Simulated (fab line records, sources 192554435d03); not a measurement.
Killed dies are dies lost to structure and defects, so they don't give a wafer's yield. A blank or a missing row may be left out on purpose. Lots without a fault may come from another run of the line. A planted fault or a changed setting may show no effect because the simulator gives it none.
Chamber matching | flow n5_finfet | N5_BEOL_M4_CVD_47 on cvd_co-02: 3 sister chambers
The step deposits Co from CCTBA/H2, target thk 3 nm, time 223.8 s. 3 wafers are shown with their chamber, then 8 later ones without.

WAFERS WITH THEIR CHAMBER
wafer  | chamber | run_length_s (s)
L344.1 | 1       | 246.8
L344.2 | 0       | 247.0
L345.1 | 2       | 246.9

WAFERS WITHOUT THEIR CHAMBER
wafer  | run_length_s (s)
L345.4 | 246.8
L345.5 | 246.6
L346.3 | 247.2
L346.5 | 246.8
L346.6 | 246.9
L347.1 | 246.4
L347.5 | 247.3
L347.6 | 247.0

WHICH CHAMBER EACH WENT THROUGH
wafer  | from the rows above          | in truth
L345.4 | can't be placed: 1 or 2 or 0 | 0
L345.5 | can't be placed: 1 or 2 or 0 | 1
L346.3 | can't be placed: 0 or 2 or 1 | 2
L346.5 | can't be placed: 1 or 2 or 0 | 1
L346.6 | can't be placed: 2 or 0 or 1 | 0
L347.1 | can't be placed: 1 or 2 or 0 | 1
L347.5 | can't be placed: 0 or 2 or 1 | 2
L347.6 | can't be placed: 0 or 2 or 1 | 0
Placed correctly: 0 of 8. Can't be placed from these rows: 8 (the true chamber is among the candidates in 8). Placed wrongly: 0.
How it was worked out, from the rows above alone: a wafer's distance from a chamber is the root of the sum, over the readings, of the square of ((its reading less the chamber's mean) divided by the reading's scatter). The wafer belongs to the nearest chamber; if the next one is less than 2 further off, it can't be placed. A chamber's mean is the mean of its shown wafers. The scatter: with one shown wafer a chamber, the root of the mean of the squares of how far each hidden wafer lies from its nearest shown one.
